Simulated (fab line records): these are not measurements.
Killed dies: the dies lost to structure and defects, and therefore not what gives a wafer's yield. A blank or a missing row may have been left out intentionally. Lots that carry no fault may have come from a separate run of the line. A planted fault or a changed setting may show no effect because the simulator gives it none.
Split-lot study + flow n5Finfet + on a route of 1938 steps: 7 lots, 39 wafers read

SPLIT DETAILS
At N5_BEOL_M5_DEP_56 (deposits SiCN from 3MS/NH3, target thk 8 nm, time 14 s), the setting timeS was moved away from the recipe's 14 s on 12 of the 39 wafers read, by -36.3% to +37.0%. This setting was run at the recipe's value on the other wafers.

The reading comes from the split's own step.

THE READING
SiCN_of_BEOL_M5_DEP_56.thkNm (the simulator's own value, which no gauge read), in nm, at N5_BEOL_M5_DEP_56 (deposits SiCN from 3MS/NH3, target thk 8 nm, time 14 s). No usual value for it is given in the file. The 27 wafers here that ran the recipe average 7.9 nm, standard deviation 0.14 nm.

| wafer  | tool, chamber at the split | timeS as run, s | against the recipe | SiCN_of_BEOL_M5_DEP_56.thkNm, nm | against lot-mates on the recipe |
|--------|----------------------------|-----------------|--------------------|----------------------------------|---------------------------------|
| L080.1 | pecvd-01, 0                | 19.18           | +37.0%             | 10.6                             | +2.5                            |
| L080.2 | pecvd-01, 2,0              | 14              | recipe             | 8                                | -                               |
| L080.5 | pecvd-01, 2,0              | 14              | recipe             | 8                                | -                               |
| L080.3 | pecvd-01, 2                | 14              | recipe             | 8.2                              | -                               |
| L080.4 | pecvd-01, 0,2              | 19.18           | +37.0%             | 11                               | +2.9                            |
| L080.6 | pecvd-01, 0,2              | 19.18           | +37.0%             | 11                               | +2.9                            |
| L081.1 | pecvd-03, 1                | 14              | recipe             | 7.6                              | -                               |
| L081.4 | pecvd-03, 1                | 14              | recipe             | 7.6                              | -                               |
| L081.2 | pecvd-03, 2,0,0            | 14              | recipe             | 7.8                              | -                               |
| L081.3 | pecvd-03, 2,0,0            | 14              | recipe             | 7.8                              | -                               |
| L081.5 | pecvd-03, 2,0,0            | 14              | recipe             | 7.8                              | -                               |
| L081.6 | pecvd-03, 2                | 14              | recipe             | 8                                | -                               |
| L083.1 | pecvd-03, 2,1,0,1          | 14              | recipe             | 7.8                              | -                               |
| L083.2 | pecvd-03, 2,1,0,1          | 14              | recipe             | 7.8                              | -                               |
| L083.3 | pecvd-03, 2,1,0,1          | 14              | recipe             | 7.8                              | -                               |
| L083.6 | pecvd-03, 2,1,0,1          | 14              | recipe             | 7.8                              | -                               |
| L083.4 | pecvd-03, 2,0              | 14              | recipe             | 8                                | -                               |
| L083.5 | pecvd-03, 2,0              | 14              | recipe             | 8                                | -                               |
| L086.2 | pecvd-01, 0,1,0            | 14              | recipe             | 7.8                              | -                               |
| L086.3 | pecvd-01, 0,1,0            | 14              | recipe             | 7.8                              | -                               |
| L086.5 | pecvd-01, 0,1,0            | 14              | recipe             | 7.8                              | -                               |
| L091.1 | pecvd-03, 0,1,0            | 10.49           | -25.1%             | 6                                | -1.9                            |
| L091.4 | pecvd-03, 0,1,0            | 10.49           | -25.1%             | 6                                | -1.9                            |
| L091.5 | pecvd-03, 0,1,0            | 10.49           | -25.1%             | 6                                | -1.9                            |
| L091.2 | pecvd-03, 1,2              | 14              | recipe             | 8                                | -                               |
| L091.6 | pecvd-03, 1,2              | 14              | recipe             | 8                                | -                               |
| L091.3 | pecvd-03, 2                | 14              | recipe             | 7.8                              | -                               |
| L089.1 | pecvd-01, 2,0              | 16.49           | +17.8%             | 9.4                              | +1.4                            |
| L089.3 | pecvd-01, 2,0              | 16.49           | +17.8%             | 9.4                              | +1.4                            |
| L089.2 | pecvd-01, 1,1,2            | 14              | recipe             | 8                                | -                               |
| L089.4 | pecvd-01, 1,1,2            | 14              | recipe             | 8                                | -                               |
| L089.6 | pecvd-01, 1,1,2            | 14              | recipe             | 8                                | -                               |
| L089.5 | pecvd-01, 0                | 16.49           | +17.8%             | 9.6                              | +1.6                            |
| L096.1 | pecvd-02, 1,2              | 14              | recipe             | 7.8                              | -                               |
| L096.5 | pecvd-02, 1,2              | 14              | recipe             | 7.8                              | -                               |
| L096.2 | pecvd-02, 0,2,0            | 8.919           | -36.3%             | 5                                | -2.9                            |
| L096.3 | pecvd-02, 0,2,0            | 8.919           | -36.3%             | 5                                | -2.9                            |
| L096.4 | pecvd-02, 0,2,0            | 8.919           | -36.3%             | 5                                | -2.9                            |
| L096.6 | pecvd-02, 1                | 14              | recipe             | 8                                | -                               |
If several chambers appear in one row, that row covers several wafers at once and the file leaves open which wafer was in which chamber.

FIT RESULTS
A straight line over all 39 wafers: SiCN_of_BEOL_M5_DEP_56.thkNm changes by +0.08 nm for each +1% of timeS; r = +0.99; the points scatter about the line by 0.14 nm.
The same after taking each lot's own level away (the mean of its wafers on the recipe; 39 wafers): +0.0777 nm for each +1%; r = +1.00; scatter 0.11 nm.
The reading moves by 2.9 nm for the largest change in timeS, on that fit.
From 7.77 to 8.07 nm: that is the span of the lots' own levels, equal to 2.2 times the standard deviation above.
The two slopes are in agreement: the lot-to-lot level therefore moves the slope only a little.
Check: for one of the wafers moved furthest among these (+37.0%), held out of the fit, the line's prediction against its lot-mates is +2.94 nm. Against them it came out at +2.53 nm.

OTHER SPLITS APPLIED TO THESE WAFERS
Other splits were also applied to these wafers ahead of the reading. Each is held against what the fit with the lots' levels taken away leaves over:
| other split on the same wafers         | wafers away from the commonest value | r with SiCN_of_BEOL_M5_DEP_56.thkNm (lot level and that fit taken away) |
|----------------------------------------|--------------------------------------|-------------------------------------------------------------------------|
| N5_ZERO_LAYER_PECVD_02 timeS           | 15                                   | +0.14                                                                   |
| N5_SD_EPI_N_ETCH_45 targetDepthA       | 12                                   | +0.00                                                                   |
| N5_MOL_CONTACT_COAG_ETCHBACK_135 timeS | 18                                   | -0.04                                                                   |
| N5_BEOL_M0_SAQP_PECVD_96 timeS         | 18                                   | -0.17                                                                   |
| N5_BEOL_M3_TRENCH_ETCH_37 targetDepthA | 15                                   | -0.28                                                                   |

FILE'S OWN FIT
SiCN_of_BEOL_M5_DEP_56.thkNm changes by +0.0777 nm for each +1% of timeS, r = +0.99.
